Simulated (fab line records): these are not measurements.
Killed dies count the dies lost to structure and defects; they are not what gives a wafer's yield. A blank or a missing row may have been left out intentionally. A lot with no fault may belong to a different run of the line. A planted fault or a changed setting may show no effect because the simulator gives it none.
Chamber matching / flow nand_harc / NHARC_A_STAIRCASE_DEP_156 on pecvd-01 has 3 sister chambers
The step deposits SiNx, target thk 50 nm. 6 wafers are shown with their chamber, then 12 later ones without.

== EACH WAFER AND ITS CHAMBER ==
wafer=L086.3; chamber=2; heater_power_w (W)=705; heater_power_outer_w (W)=402
wafer=L087.4; chamber=1; heater_power_w (W)=693; heater_power_outer_w (W)=374
wafer=L087.5; chamber=0; heater_power_w (W)=554; heater_power_outer_w (W)=360
wafer=L092.2; chamber=1; heater_power_w (W)=791; heater_power_outer_w (W)=454
wafer=L092.3; chamber=0; heater_power_w (W)=487; heater_power_outer_w (W)=303
wafer=L092.6; chamber=2; heater_power_w (W)=743; heater_power_outer_w (W)=432

== WAFERS MISSING THEIR CHAMBER ==
wafer=L093.3; heater_power_w (W)=638; heater_power_outer_w (W)=341
wafer=L093.4; heater_power_w (W)=538; heater_power_outer_w (W)=345
wafer=L093.6; heater_power_w (W)=654; heater_power_outer_w (W)=364
wafer=L094.1; heater_power_w (W)=768; heater_power_outer_w (W)=436
wafer=L094.3; heater_power_w (W)=565; heater_power_outer_w (W)=359
wafer=L094.4; heater_power_w (W)=799; heater_power_outer_w (W)=452
wafer=L096.1; heater_power_w (W)=741; heater_power_outer_w (W)=429
wafer=L096.2; heater_power_w (W)=760; heater_power_outer_w (W)=423
wafer=L096.5; heater_power_w (W)=597; heater_power_outer_w (W)=360
wafer=L097.2; heater_power_w (W)=727; heater_power_outer_w (W)=406
wafer=L097.3; heater_power_w (W)=590; heater_power_outer_w (W)=366
wafer=L097.5; heater_power_w (W)=582; heater_power_outer_w (W)=366

== CHAMBER TAKEN BY EACH ==
wafer=L093.3; from the rows above=can't be placed: 0 or 2 or 1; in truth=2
wafer=L093.4; from the rows above=0; in truth=0
wafer=L093.6; from the rows above=can't be placed: 2 or 1 or 0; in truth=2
wafer=L094.1; from the rows above=can't be placed: 1 or 2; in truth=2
wafer=L094.3; from the rows above=0; in truth=0
wafer=L094.4; from the rows above=can't be placed: 1 or 2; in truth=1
wafer=L096.1; from the rows above=can't be placed: 1 or 2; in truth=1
wafer=L096.2; from the rows above=can't be placed: 1 or 2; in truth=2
wafer=L096.5; from the rows above=can't be placed: 0 or 2 or 1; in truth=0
wafer=L097.2; from the rows above=can't be placed: 2 or 1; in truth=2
wafer=L097.3; from the rows above=can't be placed: 0 or 2 or 1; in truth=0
wafer=L097.5; from the rows above=can't be placed: 0 or 2 or 1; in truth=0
Placed correctly: 2 of 12. Can't be placed from these rows: 10 (the true chamber is among the candidates in 10). Number placed wrongly: 0.
How it was worked out, from the rows above alone: a wafer's distance from a chamber is the root of the sum, over the readings, of the square of ((its reading less the chamber's mean) divided by the reading's scatter). The wafer belongs to the nearest chamber; if the next one is less than 2 further off, it can't be placed. For every chamber, the mean is computed from those of its wafers that are shown. The scatter: take each reading less its chamber's mean, square it, sum over the shown wafers, divide by the number of wafers less the number of chambers, and take the root.
